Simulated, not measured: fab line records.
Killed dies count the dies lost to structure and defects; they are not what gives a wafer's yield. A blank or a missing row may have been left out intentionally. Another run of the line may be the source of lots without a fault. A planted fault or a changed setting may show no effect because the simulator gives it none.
What tool caused it? | flow n5_finfet | 24 wafers from 8 lots sampled at 3 of the route's 1938 steps

== WHAT THE GAUGES READ, wafer by wafer ==
N5_BEOL_M0_SAQP_INSPECT_42: inspects for defects (brightfield).
lot  | measured     | on                | raw_defect_count
L779 | day 6 04:24  | defect_inspect-02 | 408 308 313
L783 | day 7 04:40  | defect_inspect-01 | 268 158 216
L785 | day 7 15:31  | defect_inspect-01 | 266 245 376
L790 | day 9 00:37  | defect_inspect-02 | 918 1118 1035
L791 | day 9 11:43  | defect_inspect-02 | 1088 984 1244
L794 | day 10 01:04 | defect_inspect-02 | 238 531 228
L799 | day 11 07:08 | defect_inspect-02 | 315 223 471
L800 | day 11 12:05 | defect_inspect-02 | 224 479 509

== WHAT TOOL EACH LOT RAN ON (gives the tool, then ch and the chambers of the sampled wafers, and finally the start) ==
lot  | N5_BEOL_M0_SAQP_ETCH_106           | N5_BEOL_M0_SAQP_SPACER2_ALD_26
L779 | rie_diel-01 ch 0,2, day 6 02:57    | ald_sin-01 ch 0,2, day 6 03:16
L783 | rie_diel-01 ch 0,1,2, day 7 02:59  | ald_sin-01 ch 0,2,3, day 7 03:17
L785 | rie_diel-03 ch 0,3, day 7 14:04    | ald_sin-01 ch 1,2,3, day 7 14:22
L790 | rie_diel-01 ch 0,2, day 8 21:25    | ald_sin-01 ch 0,1, day 8 23:17
L791 | rie_diel-05 ch 2,3, day 9 10:15    | ald_sin-01 ch 0,1,3, day 9 10:34
L794 | rie_diel-01 ch 1,2,3, day 9 23:38  | ald_sin-03 ch 2,3, day 9 23:55
L799 | rie_diel-05 ch 0,1,3, day 11 05:26 | ald_sin-03 ch 1,2,3, day 11 05:45
L800 | rie_diel-01 ch 0,1,3, day 11 10:13 | ald_sin-02 ch 0,1,2, day 11 10:43
- N5_BEOL_M0_SAQP_ETCH_106: etches SOC in N2/H2, stops on SiNx, target depth 150 nm.
- N5_BEOL_M0_SAQP_SPACER2_ALD_26: deposits SiO2, target thk 15 nm, pulse time 1 s, purge time 2 s.

== THE ANSWER, worked out from the rows above alone ==
Rule: usual is defined by the lots themselves. Put in order of their means at a reading, lots are off if they are a third of the lots or fewer, leave a main group of 4 or more, and stand apart from it by a gap of 3 or more times the standard deviation of the main group's means; of several such gaps the widest counts. Not used: any main group whose means are identical at the precision the tables above print for the reading. Also off: a lot with no number at a reading for which 4 or more lots have one. The other lots that the step has rows for count as sound.
Off at N5_BEOL_M0_SAQP_INSPECT_42 (raw_defect_count): L790, L791. Main group: mean 321, sd 57.
If a tool, at a process step before that reading, ran all the lots that are off and no sound lot after the first of them, it fits. The gauges at N5_BEOL_M0_SAQP_INSPECT_42 are tried like those tools. One fits: ald_sin-01 at N5_BEOL_M0_SAQP_SPACER2_ALD_26. A fault onset in the window from L785 (day 7 14:22, its last sound lot) to L790 (day 8 23:17, its first lot off) fits.

== WHAT THE SIMULATOR PUT IN ==
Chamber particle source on ald_sin-01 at N5_BEOL_M0_SAQP_SPACER2_ALD_26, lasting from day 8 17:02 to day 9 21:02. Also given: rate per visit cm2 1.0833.
Shown lots that were struck: L790, L791. This agrees with what the rule above found.
